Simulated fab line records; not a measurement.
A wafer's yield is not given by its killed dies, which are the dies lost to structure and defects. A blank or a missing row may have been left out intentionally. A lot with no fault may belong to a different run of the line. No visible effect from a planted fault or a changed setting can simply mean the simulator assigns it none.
fab line records / flow nand_harc / part 2 of 2: steps 22 to 33 of 33
record lots=5 wafers=15 last_day=25
route steps=1159 shown P_M0@282 P_M1@285
lots that met no fault: taken from a fault-free run of the same line
start_h: hours from the record's first day to the start of the lot's first wafer shown / wait_h: hours from the lot's prior step to this one / " as in the row above / L1.1+2: a row that stands for several wafers / - no value present, or no start provided / * or withheld: withheld / < > ~ a bound
route shown NAME@n: a module of which the file shows steps, and the number in the route of the first / usual: mean and standard deviation over wafers with no fault / same: alike in all rows / chamber/n: place in a boat / sites: readings site by site / _std_site: standard deviation of those values / _edge_site: the outer-site mean with the inner-site mean subtracted / radius_mm: how far each site lies from the wafer's centre / mask NAME#n: copy n / behind: the last tool/chamber to shape the wafer / hold: cause of the lot's hold/its duration in hours/its outcome / device: names the non-switching transistor (n, p or np) / end of line: tests of these same wafers at the route's end / a step with no rows: only its recipe / killed: the dies lost at the first sort to structure and to defects; this is not the yield of the wafer / map: the dies of a wafer, with x for killed, . for not killed, _ for no die there
set.NAME: the setting as run; set.NAME@STEP: as run at that earlier step / model.NAME: the simulator's own value behind a step, which no gauge read
a table for each step, a row for each wafer; lots at some steps of the route
services: when a tool's chamber went out of use (start_h, in hours from the record's first day, below 0 if earlier), for how many hours, and the reason
## steps
# step NHARC_P_M1_ETCH_28
# recipe target_depth_a=300 over_etch_frac=0.3 time_s=72.99 ion_energy_ev=150 cf4_flow_sccm=50 n2_flow_sccm=100 ar_flow_sccm=150 rf_w=300 bias_w=100 chemistry=CF4/N2
# usual drypump_motor_current_A=5.9/0.45 mfc_ar_sccm=150.1/0.46 oes_product_au=1.002/0.012 rf_vpp_V=314.8/2 showerhead_plenum_p_Torr=2.67/0.1 throttle_valve_pct=19.795/0.0099
lot.wafer=L076.1 tool=rie_diel-10 chamber=1 start_h=- wait_h=- drypump_motor_current_A=5.0 mfc_ar_sccm=150.4 oes_product_au=0.985 rf_hours_counter_h=3 rf_vpp_V=312.5 showerhead_plenum_p_Torr=2.51 throttle_valve_pct=19.797
lot.wafer=L076.4 tool=rie_diel-10 chamber=2 start_h=- wait_h=- drypump_motor_current_A=6.5 mfc_ar_sccm=149.7 oes_product_au=0.979 rf_hours_counter_h=3 rf_vpp_V=313.6 showerhead_plenum_p_Torr=2.63 throttle_valve_pct=19.798
lot.wafer=L076.3 tool=rie_diel-10 chamber=3 start_h=- wait_h=- drypump_motor_current_A=5.6 mfc_ar_sccm=150.1 oes_product_au=1.013 rf_hours_counter_h=3 rf_vpp_V=316.0 showerhead_plenum_p_Torr=2.73 throttle_valve_pct=19.803
lot.wafer=L088.3 tool=rie_diel-12 chamber=0 start_h=- wait_h=- drypump_motor_current_A=5.6 mfc_ar_sccm=150.7 oes_product_au=1.001 rf_hours_counter_h=14 rf_vpp_V=316.8 showerhead_plenum_p_Torr=2.82 throttle_valve_pct=19.801
lot.wafer=L088.2 tool=rie_diel-12 chamber=2 start_h=- wait_h=- drypump_motor_current_A=6.1 mfc_ar_sccm=150.1 oes_product_au=1.010 rf_hours_counter_h=13 rf_vpp_V=313.4 showerhead_plenum_p_Torr=2.62 throttle_valve_pct=19.804
lot.wafer=L088.6 tool=rie_diel-12 chamber=1 start_h=- wait_h=- drypump_motor_current_A=6.2 mfc_ar_sccm=149.2 oes_product_au=1.006 rf_hours_counter_h=- rf_vpp_V=312.8 showerhead_plenum_p_Torr=2.48 throttle_valve_pct=19.790
lot.wafer=L090.2 tool=rie_diel-10 chamber=3 start_h=- wait_h=- drypump_motor_current_A=5.7 mfc_ar_sccm=149.5 oes_product_au=0.977 rf_hours_counter_h=1 rf_vpp_V=315.0 showerhead_plenum_p_Torr=2.73 throttle_valve_pct=19.778
lot.wafer=L090.3 tool=rie_diel-10 chamber=0 start_h=- wait_h=- drypump_motor_current_A=6.2 mfc_ar_sccm=149.8 oes_product_au=1.014 rf_hours_counter_h=1 rf_vpp_V=315.5 showerhead_plenum_p_Torr=2.79 throttle_valve_pct=19.804
lot.wafer=L090.5 tool=rie_diel-10 chamber=0 start_h=- wait_h=- drypump_motor_current_A=6.1 mfc_ar_sccm=150.3 oes_product_au=1.001 rf_hours_counter_h=- rf_vpp_V=318.4 showerhead_plenum_p_Torr=2.79 throttle_valve_pct=19.792
lot.wafer=L095.2 tool=rie_diel-11 chamber=3 start_h=- wait_h=- drypump_motor_current_A=5.3 mfc_ar_sccm=150.2 oes_product_au=1.012 rf_hours_counter_h=3 rf_vpp_V=317.2 showerhead_plenum_p_Torr=2.79 throttle_valve_pct=19.800
lot.wafer=L095.1 tool=rie_diel-11 chamber=0 start_h=- wait_h=- drypump_motor_current_A=6.3 mfc_ar_sccm=149.4 oes_product_au=1.019 rf_hours_counter_h=3 rf_vpp_V=314.9 showerhead_plenum_p_Torr=2.65 throttle_valve_pct=19.776
lot.wafer=L095.6 tool=rie_diel-11 chamber=3 start_h=- wait_h=- drypump_motor_current_A=5.3 mfc_ar_sccm=149.0 oes_product_au=1.015 rf_hours_counter_h=- rf_vpp_V=316.7 showerhead_plenum_p_Torr=2.79 throttle_valve_pct=19.783
lot.wafer=L097.2 tool=rie_diel-11 chamber=0 start_h=- wait_h=- drypump_motor_current_A=6.3 mfc_ar_sccm=150.4 oes_product_au=1.017 rf_hours_counter_h=5 rf_vpp_V=313.2 showerhead_plenum_p_Torr=2.65 throttle_valve_pct=19.787
lot.wafer=L097.1 tool=rie_diel-11 chamber=1 start_h=- wait_h=- drypump_motor_current_A=5.7 mfc_ar_sccm=150.0 oes_product_au=1.022 rf_hours_counter_h=5 rf_vpp_V=313.0 showerhead_plenum_p_Torr=2.65 throttle_valve_pct=19.793
lot.wafer=L097.5 tool=rie_diel-11 chamber=2 start_h=- wait_h=- drypump_motor_current_A=5.8 mfc_ar_sccm=149.6 oes_product_au=0.987 rf_hours_counter_h=- rf_vpp_V=312.6 showerhead_plenum_p_Torr=2.55 throttle_valve_pct=19.780
# step NHARC_P_M1_STRIP_19
# recipe time_s=600 temp_c=30 chemistry=post_etch_residue_remover
lot.wafer=L076.4+1+3 tool=wet_bench-10 chamber=1,2,3 start_h=138.45 wait_h=-
lot.wafer=L088.3+6+2 tool=wet_bench-08 chamber=6,0,2 start_h=202.29 wait_h=-
lot.wafer=L090.5+2+3 tool=wet_bench-08 chamber=4,5,1 start_h=217.00 wait_h=-
lot.wafer=L095.2+1+6 tool=wet_bench-08 chamber=7,2,4 start_h=241.93 wait_h=-
lot.wafer=L097.1+2+5 tool=wet_bench-10 chamber=0,4,5 start_h=258.22 wait_h=-
# step NHARC_P_M1_DEGAS_29
# recipe temp_c=250 time_s=60
# usual heater_power_w=331/34 susceptor_temp_C=249.99/0.19
lot.wafer=L076.3 tool=pvd_sputter-02 chamber=- start_h=138.71 wait_h=- heater_power_w=354 susceptor_temp_C=250.23
lot.wafer=L076.4 tool=pvd_sputter-02 chamber=- start_h=138.71 wait_h=- heater_power_w=287 susceptor_temp_C=250.21
lot.wafer=L076.1 tool=pvd_sputter-02 chamber=- start_h=138.71 wait_h=- heater_power_w=352 susceptor_temp_C=249.78
lot.wafer=L088.3 tool=pvd_sputter-03 chamber=- start_h=202.55 wait_h=- heater_power_w=299 susceptor_temp_C=250.18
lot.wafer=L088.2 tool=pvd_sputter-03 chamber=- start_h=202.55 wait_h=- heater_power_w=286 susceptor_temp_C=249.87
lot.wafer=L088.6 tool=pvd_sputter-03 chamber=- start_h=202.55 wait_h=- heater_power_w=298 susceptor_temp_C=250.11
lot.wafer=L090.3 tool=pvd_sputter-03 chamber=- start_h=217.28 wait_h=- heater_power_w=290 susceptor_temp_C=249.60
lot.wafer=L090.2 tool=pvd_sputter-03 chamber=- start_h=217.28 wait_h=- heater_power_w=284 susceptor_temp_C=250.08
lot.wafer=L090.5 tool=pvd_sputter-03 chamber=- start_h=217.28 wait_h=- heater_power_w=358 susceptor_temp_C=249.84
lot.wafer=L095.1 tool=pvd_sputter-02 chamber=- start_h=242.21 wait_h=- heater_power_w=345 susceptor_temp_C=-
lot.wafer=L095.2 tool=pvd_sputter-02 chamber=- start_h=242.21 wait_h=- heater_power_w=339 susceptor_temp_C=-
lot.wafer=L095.6 tool=pvd_sputter-02 chamber=- start_h=242.21 wait_h=- heater_power_w=338 susceptor_temp_C=-
lot.wafer=L097.1 tool=pvd_sputter-01 chamber=- start_h=258.49 wait_h=- heater_power_w=365 susceptor_temp_C=250.16
lot.wafer=L097.2 tool=pvd_sputter-01 chamber=- start_h=258.49 wait_h=- heater_power_w=354 susceptor_temp_C=250.01
lot.wafer=L097.5 tool=pvd_sputter-01 chamber=- start_h=258.49 wait_h=- heater_power_w=370 susceptor_temp_C=250.20
# step NHARC_P_M1_PRE_CLEAN_30
# recipe time_s=30 temp_c=280 gas=H2/He
# usual heater_power_w=404/40 susceptor_temp_C=280.02/0.17
lot.wafer=L076.4 tool=pvd_sputter-02 chamber=- start_h=- wait_h=- heater_power_w=355 susceptor_temp_C=279.81
lot.wafer=L076.1 tool=pvd_sputter-02 chamber=- start_h=- wait_h=- heater_power_w=435 susceptor_temp_C=280.20
lot.wafer=L076.3 tool=pvd_sputter-02 chamber=- start_h=- wait_h=- heater_power_w=419 susceptor_temp_C=280.38
lot.wafer=L088.3 tool=pvd_sputter-03 chamber=- start_h=- wait_h=- heater_power_w=439 susceptor_temp_C=280.05
lot.wafer=L088.2 tool=pvd_sputter-03 chamber=- start_h=- wait_h=- heater_power_w=352 susceptor_temp_C=280.09
lot.wafer=L088.6 tool=pvd_sputter-03 chamber=- start_h=- wait_h=- heater_power_w=428 susceptor_temp_C=279.58
lot.wafer=L090.3 tool=pvd_sputter-03 chamber=- start_h=- wait_h=- heater_power_w=354 susceptor_temp_C=279.94
lot.wafer=L090.2 tool=pvd_sputter-03 chamber=- start_h=- wait_h=- heater_power_w=446 susceptor_temp_C=279.91
lot.wafer=L090.5 tool=pvd_sputter-03 chamber=- start_h=- wait_h=- heater_power_w=358 susceptor_temp_C=279.90
lot.wafer=L095.2 tool=pvd_sputter-02 chamber=- start_h=- wait_h=- heater_power_w=372 susceptor_temp_C=-
lot.wafer=L095.1 tool=pvd_sputter-02 chamber=- start_h=- wait_h=- heater_power_w=412 susceptor_temp_C=-
lot.wafer=L095.6 tool=pvd_sputter-02 chamber=- start_h=- wait_h=- heater_power_w=428 susceptor_temp_C=-
lot.wafer=L097.2 tool=pvd_sputter-01 chamber=- start_h=- wait_h=- heater_power_w=430 susceptor_temp_C=280.09
lot.wafer=L097.1 tool=pvd_sputter-01 chamber=- start_h=- wait_h=- heater_power_w=468 susceptor_temp_C=279.80
lot.wafer=L097.5 tool=pvd_sputter-01 chamber=- start_h=- wait_h=- heater_power_w=405 susceptor_temp_C=280.02
# step NHARC_P_M1_PVD_20
# recipe target_thk_a=50 bias_v=168.6 power_w=15000 chamber_pressure_pa=0.12 time_s=8.06 substrate_temp_c=50 material=TaN
# usual throttle_valve_pct=29.8/1.1
lot.wafer=L076.3 tool=pvd_sputter-02 chamber=- start_h=- wait_h=- throttle_valve_pct=28.7
lot.wafer=L076.1 tool=pvd_sputter-02 chamber=- start_h=- wait_h=- throttle_valve_pct=29.0
lot.wafer=L076.4 tool=pvd_sputter-02 chamber=- start_h=- wait_h=- throttle_valve_pct=29.0
lot.wafer=L088.3 tool=pvd_sputter-03 chamber=- start_h=- wait_h=- throttle_valve_pct=30.3
lot.wafer=L088.2 tool=pvd_sputter-03 chamber=- start_h=- wait_h=- throttle_valve_pct=31.2
lot.wafer=L088.6 tool=pvd_sputter-03 chamber=- start_h=- wait_h=- throttle_valve_pct=29.0
lot.wafer=L090.3 tool=pvd_sputter-03 chamber=- start_h=- wait_h=- throttle_valve_pct=28.9
lot.wafer=L090.2 tool=pvd_sputter-03 chamber=- start_h=- wait_h=- throttle_valve_pct=31.2
lot.wafer=L090.5 tool=pvd_sputter-03 chamber=- start_h=- wait_h=- throttle_valve_pct=29.0
lot.wafer=L095.1 tool=pvd_sputter-02 chamber=- start_h=- wait_h=- throttle_valve_pct=29.2
lot.wafer=L095.2 tool=pvd_sputter-02 chamber=- start_h=- wait_h=- throttle_valve_pct=30.3
lot.wafer=L095.6 tool=pvd_sputter-02 chamber=- start_h=- wait_h=- throttle_valve_pct=29.2
lot.wafer=L097.2 tool=pvd_sputter-01 chamber=- start_h=- wait_h=- throttle_valve_pct=31.3
lot.wafer=L097.1 tool=pvd_sputter-01 chamber=- start_h=- wait_h=- throttle_valve_pct=31.8
lot.wafer=L097.5 tool=pvd_sputter-01 chamber=- start_h=- wait_h=- throttle_valve_pct=28.6
# step NHARC_P_M1_PVD_21
# recipe target_thk_a=300 chamber_pressure_pa=5 power_w=5000 substrate_temp_c=30 time_s=20.49 material=Cu
# usual throttle_valve_pct=29.9/1.1
lot.wafer=L076.1 tool=pvd_sputter-02 chamber=- start_h=- wait_h=- throttle_valve_pct=28.4
lot.wafer=L076.4 tool=pvd_sputter-02 chamber=- start_h=- wait_h=- throttle_valve_pct=31.0
lot.wafer=L076.3 tool=pvd_sputter-02 chamber=- start_h=- wait_h=- throttle_valve_pct=29.0
lot.wafer=L088.2 tool=pvd_sputter-03 chamber=- start_h=- wait_h=- throttle_valve_pct=30.1
lot.wafer=L088.3 tool=pvd_sputter-03 chamber=- start_h=- wait_h=- throttle_valve_pct=29.0
lot.wafer=L088.6 tool=pvd_sputter-03 chamber=- start_h=- wait_h=- throttle_valve_pct=31.1
lot.wafer=L090.2 tool=pvd_sputter-03 chamber=- start_h=- wait_h=- throttle_valve_pct=28.9
lot.wafer=L090.3 tool=pvd_sputter-03 chamber=- start_h=- wait_h=- throttle_valve_pct=30.1
lot.wafer=L090.5 tool=pvd_sputter-03 chamber=- start_h=- wait_h=- throttle_valve_pct=28.9
lot.wafer=L095.2 tool=pvd_sputter-02 chamber=- start_h=- wait_h=- throttle_valve_pct=28.6
lot.wafer=L095.1 tool=pvd_sputter-02 chamber=- start_h=- wait_h=- throttle_valve_pct=29.3
lot.wafer=L095.6 tool=pvd_sputter-02 chamber=- start_h=- wait_h=- throttle_valve_pct=28.9
lot.wafer=L097.2 tool=pvd_sputter-01 chamber=- start_h=- wait_h=- throttle_valve_pct=31.6
lot.wafer=L097.1 tool=pvd_sputter-01 chamber=- start_h=- wait_h=- throttle_valve_pct=30.2
lot.wafer=L097.5 tool=pvd_sputter-01 chamber=- start_h=- wait_h=- throttle_valve_pct=31.3
# step NHARC_P_M1_ECD_22
# recipe target_thk_a=4000 bath_temp_c=25 material=Cu
lot.wafer=L076.1+4+3 tool=ecd_cu-01 chamber=0,1,0 start_h=139.12 wait_h=-
lot.wafer=L088.2+3+6 tool=ecd_cu-02 chamber=0,1,0 start_h=202.91 wait_h=-
lot.wafer=L090.2+3+5 tool=ecd_cu-02 chamber=0,1,0 start_h=217.62 wait_h=-
lot.wafer=L095.2+1+6 tool=ecd_cu-01 chamber=1,0,1 start_h=242.57 wait_h=-
lot.wafer=L097.2+1+5 tool=ecd_cu-02 chamber=1,0,1 start_h=258.85 wait_h=-
# step NHARC_P_M1_ANNEAL_31
# recipe temp_c=225 time_s=90
# usual wafer_temp_C_max=225.82/0.21
lot.wafer=L076.1 tool=rtp_anneal-01 chamber=0 start_h=139.60 wait_h=0.4 wafer_temp_C_max=225.74
lot.wafer=L076.3 tool=rtp_anneal-01 chamber=0 start_h=139.60 wait_h=0.4 wafer_temp_C_max=225.67
lot.wafer=L076.4 tool=rtp_anneal-01 chamber=0 start_h=139.60 wait_h=0.4 wafer_temp_C_max=225.78
lot.wafer=L088.2 tool=rtp_anneal-01 chamber=0 start_h=203.34 wait_h=0.4 wafer_temp_C_max=225.86
lot.wafer=L088.3 tool=rtp_anneal-01 chamber=0 start_h=203.34 wait_h=0.4 wafer_temp_C_max=225.46
lot.wafer=L088.6 tool=rtp_anneal-01 chamber=0 start_h=203.34 wait_h=0.4 wafer_temp_C_max=226.06
lot.wafer=L090.2 tool=rtp_anneal-01 chamber=0 start_h=218.08 wait_h=- wafer_temp_C_max=225.84
lot.wafer=L090.3 tool=rtp_anneal-01 chamber=0 start_h=218.08 wait_h=- wafer_temp_C_max=225.80
lot.wafer=L090.5 tool=rtp_anneal-01 chamber=0 start_h=218.08 wait_h=- wafer_temp_C_max=225.55
lot.wafer=L095.1 tool=rtp_anneal-02 chamber=0 start_h=242.94 wait_h=- wafer_temp_C_max=226.01
lot.wafer=L095.2 tool=rtp_anneal-02 chamber=0 start_h=242.94 wait_h=- wafer_temp_C_max=225.69
lot.wafer=L095.6 tool=rtp_anneal-02 chamber=0 start_h=242.94 wait_h=- wafer_temp_C_max=225.87
lot.wafer=L097.1 tool=rtp_anneal-01 chamber=0 start_h=259.22 wait_h=- wafer_temp_C_max=225.83
lot.wafer=L097.2 tool=rtp_anneal-01 chamber=0 start_h=259.22 wait_h=- wafer_temp_C_max=225.98
lot.wafer=L097.5 tool=rtp_anneal-01 chamber=0 start_h=259.22 wait_h=- wafer_temp_C_max=225.57
# step NHARC_P_M1_CMP_23
# recipe t_overpolish_s=20 target_thk_nm=157.82
# usual motor_current_A=12.0/0.9 time_to_endpoint_s=29/3.2
lot.wafer=L076.3 tool=cmp-03 chamber=3 start_h=140.27 wait_h=- motor_current_A=12.3 time_to_endpoint_s=31
lot.wafer=L076.4 tool=cmp-03 chamber=0 start_h=140.27 wait_h=- motor_current_A=11.3 time_to_endpoint_s=32
lot.wafer=L076.1 tool=cmp-03 chamber=1 start_h=140.27 wait_h=- motor_current_A=11.8 time_to_endpoint_s=31
lot.wafer=L088.3 tool=cmp-02 chamber=2 start_h=203.63 wait_h=- motor_current_A=12.0 time_to_endpoint_s=24
lot.wafer=L088.2 tool=cmp-02 chamber=3 start_h=203.63 wait_h=- motor_current_A=14.3 time_to_endpoint_s=26
lot.wafer=L088.6 tool=cmp-02 chamber=2 start_h=203.63 wait_h=- motor_current_A=12.3 time_to_endpoint_s=23
lot.wafer=L090.2 tool=cmp-02 chamber=3 start_h=218.37 wait_h=- motor_current_A=14.5 time_to_endpoint_s=30
lot.wafer=L090.3 tool=cmp-02 chamber=1 start_h=218.37 wait_h=- motor_current_A=11.4 time_to_endpoint_s=28
lot.wafer=L090.5 tool=cmp-02 chamber=3 start_h=218.37 wait_h=- motor_current_A=14.0 time_to_endpoint_s=29
lot.wafer=L095.2 tool=cmp-02 chamber=2 start_h=243.29 wait_h=- motor_current_A=12.4 time_to_endpoint_s=26
lot.wafer=L095.1 tool=cmp-02 chamber=0 start_h=243.29 wait_h=- motor_current_A=12.2 time_to_endpoint_s=29
lot.wafer=L095.6 tool=cmp-02 chamber=3 start_h=243.29 wait_h=- motor_current_A=13.9 time_to_endpoint_s=32
lot.wafer=L097.1 tool=cmp-02 chamber=3 start_h=259.63 wait_h=- motor_current_A=13.6 time_to_endpoint_s=30
lot.wafer=L097.2 tool=cmp-02 chamber=0 start_h=259.63 wait_h=- motor_current_A=11.6 time_to_endpoint_s=29
lot.wafer=L097.5 tool=cmp-02 chamber=1 start_h=259.63 wait_h=- motor_current_A=11.4 time_to_endpoint_s=32
# step NHARC_P_M1_THK_MEAS_24
# recipe thk_meas_gauge=xrf
# usual thk_nm=157.7/1.7
lot.wafer=L076.1 tool=film_metro-02 chamber=- start_h=140.58 wait_h=- thk_nm=159.8
lot.wafer=L076.3 tool=film_metro-02 chamber=- start_h=140.58 wait_h=- thk_nm=160.7
lot.wafer=L076.4 tool=film_metro-02 chamber=- start_h=140.58 wait_h=- thk_nm=158.9
lot.wafer=L088.2 tool=film_metro-01 chamber=- start_h=203.95 wait_h=- thk_nm=156.7
lot.wafer=L088.3 tool=film_metro-01 chamber=- start_h=203.95 wait_h=- thk_nm=154.3
lot.wafer=L088.6 tool=film_metro-01 chamber=- start_h=203.95 wait_h=- thk_nm=154.9
lot.wafer=L090.2 tool=film_metro-02 chamber=- start_h=218.68 wait_h=- thk_nm=159.2
lot.wafer=L090.3 tool=film_metro-02 chamber=- start_h=218.68 wait_h=- thk_nm=157.9
lot.wafer=L090.5 tool=film_metro-02 chamber=- start_h=218.68 wait_h=- thk_nm=157.0
lot.wafer=L095.1 tool=film_metro-01 chamber=- start_h=243.60 wait_h=- thk_nm=157.4
lot.wafer=L095.2 tool=film_metro-01 chamber=- start_h=243.60 wait_h=- thk_nm=156.2
lot.wafer=L095.6 tool=film_metro-01 chamber=- start_h=243.60 wait_h=- thk_nm=158.4
lot.wafer=L097.1 tool=film_metro-01 chamber=- start_h=259.88 wait_h=- thk_nm=160.8
lot.wafer=L097.2 tool=film_metro-01 chamber=- start_h=259.88 wait_h=- thk_nm=158.2
lot.wafer=L097.5 tool=film_metro-01 chamber=- start_h=259.88 wait_h=- thk_nm=160.8
# step NHARC_P_M1_SRD_25
lot.wafer=L076.3+4+1 tool=wet_bench-08 chamber=4,6,7 start_h=140.62 wait_h=0.0
lot.wafer=L088.6+2+3 tool=wet_bench-08 chamber=5,7,0 start_h=203.99 wait_h=0.0
lot.wafer=L090.2+3+5 tool=wet_bench-08 chamber=7,1,2 start_h=218.73 wait_h=0.0
lot.wafer=L095.6+2+1 tool=wet_bench-08 chamber=1,3,5 start_h=243.65 wait_h=0.0
lot.wafer=L097.1+2+5 tool=wet_bench-08 chamber=5,0,2 start_h=259.92 wait_h=0.0
# step NHARC_P_M1_INSPECT_27
# usual raw_defect_count=321/130
lot.wafer=L076.1 tool=defect_inspect-01 chamber=- start_h=140.73 wait_h=0.0 raw_defect_count=475
lot.wafer=L076.3 tool=defect_inspect-01 chamber=- start_h=140.73 wait_h=0.0 raw_defect_count=280
lot.wafer=L076.4 tool=defect_inspect-01 chamber=- start_h=140.73 wait_h=0.0 raw_defect_count=817
lot.wafer=L088.2 tool=defect_inspect-01 chamber=- start_h=204.10 wait_h=0.0 raw_defect_count=441
lot.wafer=L088.3 tool=defect_inspect-01 chamber=- start_h=204.10 wait_h=0.0 raw_defect_count=246
lot.wafer=L088.6 tool=defect_inspect-01 chamber=- start_h=204.10 wait_h=0.0 raw_defect_count=353
lot.wafer=L090.2 tool=defect_inspect-02 chamber=- start_h=218.84 wait_h=0.0 raw_defect_count=380
lot.wafer=L090.3 tool=defect_inspect-02 chamber=- start_h=218.84 wait_h=0.0 raw_defect_count=394
lot.wafer=L090.5 tool=defect_inspect-02 chamber=- start_h=218.84 wait_h=0.0 raw_defect_count=271
lot.wafer=L095.1 tool=defect_inspect-01 chamber=- start_h=243.76 wait_h=0.0 raw_defect_count=473
lot.wafer=L095.2 tool=defect_inspect-01 chamber=- start_h=243.76 wait_h=0.0 raw_defect_count=716
lot.wafer=L095.6 tool=defect_inspect-01 chamber=- start_h=243.76 wait_h=0.0 raw_defect_count=354
lot.wafer=L097.1 tool=defect_inspect-02 chamber=- start_h=260.04 wait_h=0.0 raw_defect_count=192
lot.wafer=L097.2 tool=defect_inspect-02 chamber=- start_h=260.04 wait_h=0.0 raw_defect_count=184
lot.wafer=L097.5 tool=defect_inspect-02 chamber=- start_h=260.04 wait_h=0.0 raw_defect_count=258
## services
tool=pvd_sputter-02 chamber=- start_h=116.12 hours=9.9 kind=repair
tool=litho_track-06 chamber=- start_h=117.00 hours=7.0 kind=pm
tool=rie_diel-10 chamber=3 start_h=117.74 hours=11.5 kind=repair
tool=pvd_sputter-01 chamber=- start_h=119.64 hours=9.8 kind=repair
tool=rie_diel-12 chamber=0 start_h=123.20 hours=4.1 kind=repair
tool=cmp-02 chamber=- start_h=128.50 hours=4.0 kind=pm
tool=rie_diel-10 chamber=1 start_h=129.85 hours=4.0 kind=repair
tool=rie_diel-11 chamber=- start_h=131.61 hours=0.7 kind=repair
tool=rie_diel-12 chamber=1 start_h=132.49 hours=7.5 kind=repair
tool=rie_diel-11 chamber=3 start_h=138.76 hours=12.0 kind=repair
tool=rie_diel-10 chamber=0 start_h=138.91 hours=2.2 kind=repair
tool=litho_track-04 chamber=- start_h=141.00 hours=7.0 kind=pm
tool=pecvd-02 chamber=- start_h=153.12 hours=13.0 kind=pm
tool=pvd_sputter-03 chamber=- start_h=156.51 hours=1.5 kind=repair
tool=rie_diel-12 chamber=0 start_h=163.84 hours=3.2 kind=repair
tool=rie_diel-10 chamber=- start_h=176.50 hours=9.0 kind=pm
tool=rie_diel-11 chamber=- start_h=189.50 hours=9.0 kind=pm
tool=rie_diel-12 chamber=- start_h=202.44 hours=9.0 kind=pm
tool=rie_diel-10 chamber=1 start_h=214.81 hours=3.1 kind=repair
tool=pvd_sputter-02 chamber=- start_h=223.47 hours=10.0 kind=pm
tool=wet_bench-08 chamber=- start_h=230.41 hours=8.0 kind=pm
tool=pvd_sputter-02 chamber=- start_h=245.36 hours=13.1 kind=repair
tool=wet_bench-08 chamber=- start_h=257.57 hours=0.9 kind=repair
tool=rie_diel-11 chamber=3 start_h=259.25 hours=11.1 kind=repair
